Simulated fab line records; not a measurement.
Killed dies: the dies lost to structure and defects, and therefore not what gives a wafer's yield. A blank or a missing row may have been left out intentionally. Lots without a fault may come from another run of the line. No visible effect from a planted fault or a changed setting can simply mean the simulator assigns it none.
Chamber matching || flow n5 finfet || N5_BEOL_M10_ETCH_61 on rie diel-04: 4 sister chambers
The step etches SiARC in CF4, target depth 39 nm, time 65 s. 4 wafers are shown with their chamber, then 7 later ones without.

## WAFERS WITH THEIR CHAMBER
{"wafer": "L080.1", "chamber": 2, "showerhead plenum p Torr (Torr)": 2.08}
{"wafer": "L084.5", "chamber": 3, "showerhead plenum p Torr (Torr)": 2.06}
{"wafer": "L083.2", "chamber": 1, "showerhead plenum p Torr (Torr)": 2.19}
{"wafer": "L083.4", "chamber": 0, "showerhead plenum p Torr (Torr)": 2.21}

## WAFERS WHOSE CHAMBER IS MISSING
{"wafer": "L083.5", "showerhead plenum p Torr (Torr)": 2.21}
{"wafer": "L085.3", "showerhead plenum p Torr (Torr)": 2.21}
{"wafer": "L085.4", "showerhead plenum p Torr (Torr)": 2.19}
{"wafer": "L085.6", "showerhead plenum p Torr (Torr)": 2.19}
{"wafer": "L096.1", "showerhead plenum p Torr (Torr)": 2.07}
{"wafer": "L096.3", "showerhead plenum p Torr (Torr)": 2.06}
{"wafer": "L096.4", "showerhead plenum p Torr (Torr)": 2.20}

## EACH ONE'S CHAMBER
{"wafer": "L083.5", "from the rows above": 0, "in truth": 0}
{"wafer": "L085.3", "from the rows above": 0, "in truth": 0}
{"wafer": "L085.4", "from the rows above": 1, "in truth": 1}
{"wafer": "L085.6", "from the rows above": 1, "in truth": 1}
{"wafer": "L096.1", "from the rows above": "can't be placed: 3 or 2", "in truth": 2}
{"wafer": "L096.3", "from the rows above": 3, "in truth": 3}
{"wafer": "L096.4", "from the rows above": "can't be placed: 0 or 1", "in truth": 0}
Correctly placed: 5 of 7. These rows do not allow placing 2 (true chamber among the candidates in 2). Wrongly placed: 0.
How it was worked out, from the rows above alone: a wafer's distance from a chamber is the root of the sum, over the readings, of the square of ((its reading less the chamber's mean) divided by the reading's scatter). The wafer belongs to the nearest chamber; if the next one is less than 2 further off, it can't be placed. A chamber's mean is the mean of its shown wafers. The scatter: root of mean squared gap, hidden wafer to nearest shown wafer, with one shown wafer a chamber.
